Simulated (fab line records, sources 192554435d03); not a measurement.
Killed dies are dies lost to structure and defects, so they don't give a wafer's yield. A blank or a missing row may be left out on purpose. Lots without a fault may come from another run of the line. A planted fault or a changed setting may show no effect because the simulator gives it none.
A struck lot beside a sound one | flow n5_finfet | 14 steps out of a route of 1938
Sound: wafers L853.1, L853.2, L853.4. Struck: wafers L858.2, L858.4, L858.6. The cause comes at the end.
At each step with rows: each side's tool, then ch and its chambers, then its first start. Under that, the readings that differ: sound wafers | struck wafers | difference of the means | sigmas: that difference in standard deviations of wafers without a fault.
alike: readings whose means differ by less than 2 such deviations, and words and numbers that are the same on both sides. not compared: withheld readings, readings that some wafer has no value for, bounds like >300 that may hide the same value, and numbers for which the record gives no deviation and whose values overlap.
The two part at a step that has a row with sigmas, a row that says differs or no value, or rows on one side only. Numbers that don't overlap but have no deviation are shown without sigmas and don't part them. A reading that every wafer of one side lacks parts them only if that side has two wafers or more.

first, 8 steps without rows for these wafers: N5_PASSIVATION_HMDS_37 (time 60 s); N5_PASSIVATION_COAT_38; N5_PASSIVATION_EBR_40; N5_PASSIVATION_SOFTBAKE_39 (time 120 s); N5_PASSIVATION_EXPOSE_41 (exposes mask PASS OPEN, defocus 0 nm, target cd 40000 nm); N5_PASSIVATION_PEB_42; N5_PASSIVATION_DEVELOP_43 (develop time 60 s); N5_PASSIVATION_HARDBAKE_45 (time 120 s).
N5_PASSIVATION_CD_MEAS_44: target cd 40000 nm.
  sound on cd_sem-03 ch 0, day 13 13:28; struck on cd_sem-02 ch 0, day 14 22:54
  alike: cd_nm
N5_PASSIVATION_OVL_MEAS_66:
  sound on overlay-01 ch 0, day 13 13:30; struck on overlay-01 ch 0, day 14 22:56
  alike: PASS_OPEN_OVL
N5_PASSIVATION_INSPECT_67: inspects for defects (macro).
  sound on defect_inspect-01, day 13 13:31; struck on defect_inspect-01, day 14 22:58
  alike: raw_defect_count
N5_PASSIVATION_DESCUM_46: chemistry O2, time 7.9 s.
  sound on rie_diel-06 ch 0,1, day 13 13:44; struck on rie_diel-06 ch 0,2,3, day 14 23:08
  alike: drypump_motor_current_A, oes_product_au, rf_vpp_V, showerhead_plenum_p_Torr, throttle_valve_pct
  not compared: rf_hours_counter_h
N5_PASSIVATION_PASS_ETCH_47: etches SiNx in CF4/O2, target depth 770 nm, time 385 s.
  sound on rie_diel-06 ch 0,1, day 13 13:46; struck on rie_diel-06 ch 0,2,3, day 14 23:11
  reading                  | sound             | struck            | difference | sigmas
  model.etch.depth_nm (nm) | 781.5 767.6 771.4 | 595.1 597.2 590.6 | -179.2     |
  alike: drypump_motor_current_A, oes_product_au, rf_vpp_V, showerhead_plenum_p_Torr, throttle_valve_pct
  not compared: rf_hours_counter_h
N5_PASSIVATION_ETCH_54: etches SiO2 in CHF3/O2, target depth 880 nm, time 440 s.
  sound on rie_diel-06 ch 0,1, day 13 14:00; struck on rie_diel-06 ch 0,2,3, day 14 23:24
  reading               | sound          | struck         | difference | sigmas
  oes_product_au (a.u.) | 0.80 0.81 0.82 | 0.63 0.74 0.68 | -0.13      | -2
  alike: drypump_motor_current_A, rf_vpp_V, showerhead_plenum_p_Torr, throttle_valve_pct
  not compared: rf_hours_counter_h

WHERE THEY PART
Only at N5_PASSIVATION_ETCH_54, within this record.

WHY: what the simulator had put in
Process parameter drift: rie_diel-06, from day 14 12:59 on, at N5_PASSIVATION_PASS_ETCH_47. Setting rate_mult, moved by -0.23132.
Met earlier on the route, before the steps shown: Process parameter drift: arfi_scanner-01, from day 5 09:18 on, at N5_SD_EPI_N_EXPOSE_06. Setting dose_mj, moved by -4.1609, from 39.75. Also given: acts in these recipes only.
